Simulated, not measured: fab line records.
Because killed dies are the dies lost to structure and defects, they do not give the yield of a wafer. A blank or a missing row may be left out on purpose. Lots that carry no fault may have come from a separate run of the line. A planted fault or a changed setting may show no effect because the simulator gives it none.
fab line records	flow n5Finfet
[record] lots = 7	wafers = 21
route steps=1938 shown PASSIVATION@1915
startH: hours from the record's first day to the start of the lot's first wafer shown	waitH: hours from the lot's prior step to this one	" the same as in the row above	L1.1+2: a single row standing in for several wafers	- either no value or no given start	* or withheld: withheld	< > ~ a bound
route shown NAME@n: a module of which the file shows steps, and the number in the route of the first	usual: mean and standard deviation over wafers with no fault	same: alike in all rows	chamber/n: place in a boat	sites: each site's reading	_std_site: how widely they spread, as a standard deviation	_edge_site: inner sites' mean taken away from outer sites' mean	radiusMm: how far each site lies from the wafer's centre	mask NAME#n: copy n	behind: the most recent tool/chamber to have shaped the wafer	hold: cause of the lot's hold/its duration in hours/its outcome	device: the transistor (n, p or np) that didn't switch	end of line: the route-end tests of the same wafers	a step without rows: its recipe alone	killed: count of dies lost to structure and defects at first sort (not the wafer's yield)	map: shows each die of a wafer: x if killed, . if not, _ if none is there
set.NAME: the run value of the setting; set.NAME@STEP: its run value at that earlier step	model.NAME: the simulator's own value behind a step, which no gauge read
one table per step and one row per wafer, for lots whose settings were changed on purpose
[[steps]]
[step N5_PASSIVATION_PECVD_53]
[recipe] material = SiO2	targetThkA = 8000	tempC = 400	precursor = TEOS/O2	pressureTorr = 6.5	rfW = withheld	teosFlowSccm = withheld	gas = O2	flowSccm = 2650	timeS = 169.4
lot.wafer	tool	chamber	startH	waitH	set.tempC	model.SiO2_of_PASSIVATION_PECVD_53.thkNm
L078.1	pecvd-03	1	289.37	0.0	400	783.8
L078.2	"	2	"	"	405.7	753.6
L078.6	"	0	"	"	405.7	765.4
L079.1	pecvd-02	2	295.26	0.0	391.6	824.4
L079.3	"	1	"	"	391.6	831.6
L079.5	"	0	"	"	400	810.2
L080.2	pecvd-04	0	299.41	0.0	391.5	835
L080.3	"	2	"	"	400	793
L080.4	"	2	"	"	400	789.2
L082.2	pecvd-03	2	310.24	0.0	400	780.6
L082.5	"	0	"	"	400	816.4
L082.6	"	2	"	"	404.8	778
L084.4	pecvd-04	0	337.42	0.1	406.5	756.4
L084.5	"	1	"	"	406.5	764.6
L084.6	"	2	"	"	400	805.2
L093.1	pecvd-02	1	376.48	0.0	400	810.2
L093.3	"	0	"	"	400	808.8
L093.4	"	1	"	"	417	723
L097.1	pecvd-03	1	422.64	0.0	400	791.6
L097.3	"	2	"	"	400	771.2
L097.6	"	0	"	"	400	799.4
[step N5_PASSIVATION_PECVD_35]
[recipe] material = SiNx	targetThkA = 7000	tempC = 400	precursor = SiH4/NH3/N2	pressureTorr = 4.9	rfW = 1406	timeS = 151.3
[step N5_PASSIVATION_HMDS_37]
[recipe] timeS = 60	tempC = 120
[step N5_PASSIVATION_SRD_72]
[recipe] dry = ipaMarangoni	timeS = 30	tempC = 23	rinseLiquid = diw
[step N5_PASSIVATION_ANNEAL_56]
[recipe] tempC = 400	timeS = 1800	ambient = FGA	idleTempC = 300	rampUpCPerMin = 5	rampDownCPerMin = 3
[step N5_PASSIVATION_PROBE_49]
[usual] defectLimitedYield = 91.0/1.3	killed_at_M0_to_M3 = 33/10	killed_at_M4_up = 14/5.6	killedAtContacts = 12/5.8	killedAtFrontEnd = 43/11	killedAtOther = 4.1/2.8	killedDies = 106/15	killedOpen = 70/12	killedShort = 34/7.5	sort_bin_4_leakage = 0.00/0.0099	sort_bin_5_function = 5.3/0.88	sort_bin_6_memory = 3.3/0.64	sort_bin_8_speed = 0.00/0.016	sortNPass = 1074/15
[same] grossDies = 1180	killedAtBackSide = 0
lot.wafer	tool	chamber	startH	waitH	set.tempC@PASSIVATION_PECVD_53	defectLimitedYield[%]	killed_at_M0_to_M3	killed_at_M4_up	killedAtContacts	killedAtFrontEnd	killedAtOther	killedDies	killedOpen	killedShort	sort_bin_4_leakage[%]	sort_bin_5_function[%]	sort_bin_6_memory[%]	sort_bin_8_speed[%]	sortNPass
L078.1	prober-02	-	293.17	0.0	400	92.2	34	13	9	35	1	92	65	26	0	5.4	2.0	0	1088
L078.2	prober-02	-	293.22	0.1	405.7	90.8	39	16	9	42	2	108	75	32	0	5.3	3.6	0	1072
L078.6	prober-02	-	293.42	0.3	405.7	64.5	54	320	10	33	2	419	83	24	0	31.4	3.9	0.08	760
L079.1	prober-01	-	298.95	0.0	391.6	55.0	31	9	9	458	24	531	73	30	0	28.2	14.7	0	649
L079.3	prober-01	-	299.05	0.1	391.6	56.0	36	15	10	433	25	519	66	34	0	27.5	14.0	0	661
L079.5	prober-01	-	299.15	0.2	400	91.4	34	22	5	39	1	101	62	32	0	5.2	3.0	0	1079
L080.2	prober-02	-	303.49	0.1	391.5	84.2	34	17	20	63	52	186	79	50	0	11.2	4.2	0	994
L080.3	prober-02	-	303.54	0.1	400	89.1	29	13	17	66	4	129	94	28	0	6.5	3.6	0	1051
L080.4	prober-02	-	303.59	0.2	400	87.5	33	20	37	49	8	147	100	22	0	6.6	4.9	0.51	1033
L082.2	prober-02	-	313.97	0.1	400	92.2	24	6	20	40	2	92	49	24	0	4.5	3.1	0	1088
L082.5	prober-02	-	314.12	0.2	400	84.1	79	27	27	47	8	188	99	21	1.27	8.5	5.8	0	992
L082.6	prober-02	-	314.17	0.3	404.8	15.3	19	15	11	953	1	999	62	24	0	59.4	17.4	0	181
L084.4	prober-02	-	341.46	0.2	406.5	50.3	27	158	12	386	3	586	79	34	0	33.0	13.6	0	594
L084.5	prober-02	-	341.51	0.2	406.5	50.7	23	168	11	371	9	582	68	38	0	35.4	11.5	0	598
L084.6	prober-02	-	341.56	0.3	400	89.3	44	14	7	53	8	126	82	38	0	6.4	3.4	0	1054
L093.1	prober-02	-	380.16	0.0	400	85.3	22	98	23	28	2	173	59	30	0	9.2	5.2	0	1007
L093.3	prober-02	-	380.26	0.1	400	84.2	39	94	21	28	5	187	78	28	0	9.5	5.4	0	993
L093.4	prober-02	-	380.31	0.2	417	93.3	21	8	19	26	5	79	60	19	0	3.2	3.3	0	1101
L097.1	prober-01	-	426.49	0.0	400	88.4	45	12	14	63	3	137	84	45	0	6.4	4.3	0	1043
L097.3	prober-01	-	426.59	0.1	400	91.1	25	9	15	56	0	105	71	32	0	5.0	3.6	0	1075
L097.6	prober-01	-	426.74	0.3	400	89.2	33	15	11	66	2	127	98	27	0	6.6	3.9	0	1053
// killed by level:class
L078.1 STI_FIN_REVEAL:geometricParticle:open=14 BEOL_M0_SAQP:geometricParticle:open=8 BEOL_M2:geometricParticle:open=8 MOL_CONTACT_COAG:geometricParticle:open=7 BEOL_M0_SAQP:geometricParticle:short=7 BEOL_M1:geometricParticle:open=6 FIN_SAQP:geometricParticle:open=5 GATE_CUT:geometricParticle:short=4
L078.2 STI_FIN_REVEAL:geometricParticle:open=16 BEOL_M0_SAQP:geometricParticle:short=11 BEOL_M5:geometricParticle:open=9 BEOL_M0_SAQP:geometricParticle:open=8 MOL_CONTACT_COAG:geometricParticle:open=6 FIN_SAQP:geometricParticle:open=5 GATE_CUT:geometricParticle:short=5 BEOL_M3:geometricParticle:open=5
L078.6 BEOL_M10:areaEtch=311 BEOL_M0_SAQP:geometricParticle:open=15 BEOL_M2:geometricParticle:open=15 MOL_CONTACT_COAG:geometricParticle:open=10 FIN_SAQP:geometricParticle:open=7 BEOL_M1:geometricParticle:open=7 GATE_CUT:geometricParticle:open=5 BEOL_M0_SAQP:geometricParticle:short=5
L079.1 GATE_CUT:areaExpose=409 PASSIVATION:areaPecvd=18 STI_FIN_REVEAL:geometricParticle:open=10 FIN_SAQP:geometricParticle:open=9 GATE_CUT:geometricParticle:open=8 BEOL_M0_SAQP:geometricParticle:open=7 MOL_CONTACT_COAG:geometricParticle:open=6 BEOL_M3:geometricParticle:open=5
L079.3 GATE_CUT:areaExpose=395 PASSIVATION:areaPecvd=20 MOL_CONTACT_COAG:geometricParticle:open=8 STI_FIN_REVEAL:geometricParticle:open=7 BEOL_M1:geometricParticle:open=7 BEOL_M0_SAQP:geometricParticle:short=6 STARTING-WAFER:geometricParticle:open=6 GATE_CUT:geometricParticle:short=5
L079.5 STI_FIN_REVEAL:geometricParticle:open=9 BEOL_M4:geometricParticle:open=7 FIN_SAQP:geometricParticle:short=6 BEOL_M0_SAQP:geometricParticle:short=6 BEOL_M0_SAQP:geometricParticle:open=6 MOL_CONTACT_COAG:geometricParticle:open=5 BEOL_M3:geometricParticle:open=5 FIN_SAQP:geometricParticle:open=4
L080.2 PASSIVATION:areaPecvd=45 STI_FIN_REVEAL:geometricParticle:open=17 MOL_CONTACT_COAG:geometricParticle:open=17 BEOL_M0_SAQP:areaExpose=12 FIN_SAQP:geometricParticle:open=9 BEOL_M2:geometricParticle:open=8 FIN_SAQP:geometricParticle:short=7 BEOL_M0_SAQP:geometricParticle:short=7
L080.3 STI_FIN_REVEAL:geometricParticle:open=26 MOL_CONTACT_COAG:geometricParticle:open=13 BEOL_M2:geometricParticle:open=8 BEOL_M4:geometricParticle:open=8 BEOL_M1:geometricParticle:open=7 FIN_SAQP:geometricParticle:open=6 FIN_SAQP:geometricParticle:short=5 HKMG_FIN:areaEtch=5
L080.4 STI_FIN_REVEAL:geometricParticle:open=21 MOL_CONTACT_COAG:geometricParticle:open=18 MOL_CONTACT_COAG:areaExpose=16 BEOL_M2:geometricParticle:open=14 BEOL_M4:geometricParticle:open=7 BEOL_M1:geometricParticle:open=6 BEOL_M8:areaEcd=6 DUMMY_GATE:geometricParticle:open=5
L082.2 MOL_CONTACT_COAG:areaExpose=15 STI_FIN_REVEAL:geometricParticle:open=12 FIN_SAQP:geometricParticle:short=6 BEOL_M0_SAQP:geometricParticle:open=6 FIN_SAQP:geometricParticle:open=5 GATE_CUT:geometricParticle:short=5 BEOL_M1:geometricParticle:open=5 BEOL_M0_SAQP:geometricParticle:short=4
L082.5 BEOL_M0_SAQP:areaExpose=40 FIN_SAQP:geometricParticle:open=15 M4:areaAld=15 MOL_CONTACT_COAG:geometricParticle:open=14 STI_FIN_REVEAL:geometricParticle:open=13 MOL_CONTACT_COAG:areaExpose=10 BEOL_M0_SAQP:geometricParticle:open=8 BEOL_M3:geometricParticle:open=8
L082.6 GATE_CUT:areaExpose=911 STI_FIN_REVEAL:geometricParticle:open=11 FIN_SAQP:geometricParticle:open=9 BEOL_M4:geometricParticle:open=9 MOL_CONTACT_COAG:geometricParticle:open=9 BEOL_M1:geometricParticle:open=7 FIN_SAQP:geometricParticle:short=4 STI_FIN_REVEAL:geometricParticle:short=4
L084.4 GATE_CUT:areaExpose=338 BEOL_M10:areaEtch=135 FIN_SAQP:geometricParticle:open=15 MOL_CONTACT_COAG:geometricParticle:open=11 STI_FIN_REVEAL:geometricParticle:open=9 BEOL_M4:geometricParticle:open=7 FIN_SAQP:geometricParticle:short=6 BEOL_M0:geometricParticle:open=6
L084.5 GATE_CUT:areaExpose=317 BEOL_M10:areaEtch=159 FIN_SAQP:geometricParticle:short=14 FIN_SAQP:geometricParticle:open=11 MOL_CONTACT_COAG:geometricParticle:open=9 DUMMY_GATE:geometricParticle:open=8 BEOL_M3:geometricParticle:open=7 PASS1_CAP:geometricParticle:open=6
L084.6 FIN_SAQP:geometricParticle:open=13 BEOL_M0_SAQP:geometricParticle:short=10 FIN_SAQP:geometricParticle:short=9 STI_FIN_REVEAL:geometricParticle:open=9 BEOL_M0_SAQP:geometricParticle:open=9 BEOL_M0:geometricParticle:open=7 BEOL_M4:geometricParticle:open=7 GATE_CUT:geometricParticle:short=6
L093.1 BEOL_M5:areaExpose=84 MOL_CONTACT_COAG:geometricParticle:open=18 STI_FIN_REVEAL:geometricParticle:open=8 BEOL_M3:geometricParticle:open=7 BEOL_M0_SAQP:geometricParticle:open=6 FIN_SAQP:geometricParticle:short=5 MOL_CONTACT_COAG:geometricParticle:short=5 BEOL_M5:geometricParticle:open=4
L093.3 BEOL_M5:areaExpose=81 MOL_CONTACT_COAG:geometricParticle:open=19 BEOL_M0_SAQP:geometricParticle:open=11 BEOL_M3:geometricParticle:open=8 STI_FIN_REVEAL:geometricParticle:open=7 BEOL_M1:geometricParticle:short=6 BEOL_M5:geometricParticle:open=6 BEOL_M0_SAQP:geometricParticle:short=4
L093.4 MOL_CONTACT_COAG:geometricParticle:open=16 BEOL_M3:geometricParticle:open=7 BEOL_M0_SAQP:geometricParticle:open=5 FIN_SAQP:geometricParticle:open=4 STI_FIN_REVEAL:geometricParticle:open=4 DUMMY_GATE:geometricParticle:open=4 BEOL_M1:geometricParticle:open=4 DUMMY_GATE:geometricParticle:short=3
L097.1 FIN_SAQP:geometricParticle:open=14 FIN_SAQP:geometricParticle:short=12 BEOL_M3:geometricParticle:open=12 STI_FIN_REVEAL:geometricParticle:open=12 BEOL_M0_SAQP:geometricParticle:open=9 MOL_CONTACT_COAG:geometricParticle:open=9 GATE_CUT:geometricParticle:open=7 BEOL_M0_SAQP:geometricParticle:short=6
L097.3 STI_FIN_REVEAL:geometricParticle:open=13 MOL_CONTACT_COAG:geometricParticle:open=11 FIN_SAQP:geometricParticle:open=10 GATE_CUT:geometricParticle:short=8 DUMMY_GATE:geometricParticle:open=7 BEOL_M3:geometricParticle:open=6 FIN_SAQP:geometricParticle:short=4 MOL_CONTACT_COAG:geometricParticle:short=4
L097.6 STI_FIN_REVEAL:geometricParticle:open=20 FIN_SAQP:geometricParticle:open=19 MOL_CONTACT_COAG:geometricParticle:open=10 BEOL_M3:geometricParticle:open=10 BEOL_M1:geometricParticle:open=8 GATE_CUT:geometricParticle:short=7 BEOL_M5:geometricParticle:open=6 BEOL_M4:geometricParticle:open=5
[[key]]
[split] step = N5_PASSIVATION_PECVD_53	setting = tempC	stated = 400	by = wafer
[response] step = N5_PASSIVATION_PECVD_53	reading = model.SiO2_of_PASSIVATION_PECVD_53.thkNm	change = -19	per = 1%	r = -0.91
[response] step = N5_PASSIVATION_PROBE_49	reading = killedAtFrontEnd	shape = bent	atLowest = 63	atStated = 48	atHighest = 26
[response] step = N5_PASSIVATION_PROBE_49	reading = killedAtOther	shape = bent	atLowest = 52	atStated = 3.7	atHighest = 5
[response] step = N5_PASSIVATION_PROBE_49	reading = sort_bin_6_memory	shape = bent	atLowest = 4.2	atStated = 4.0	atHighest = 3.3
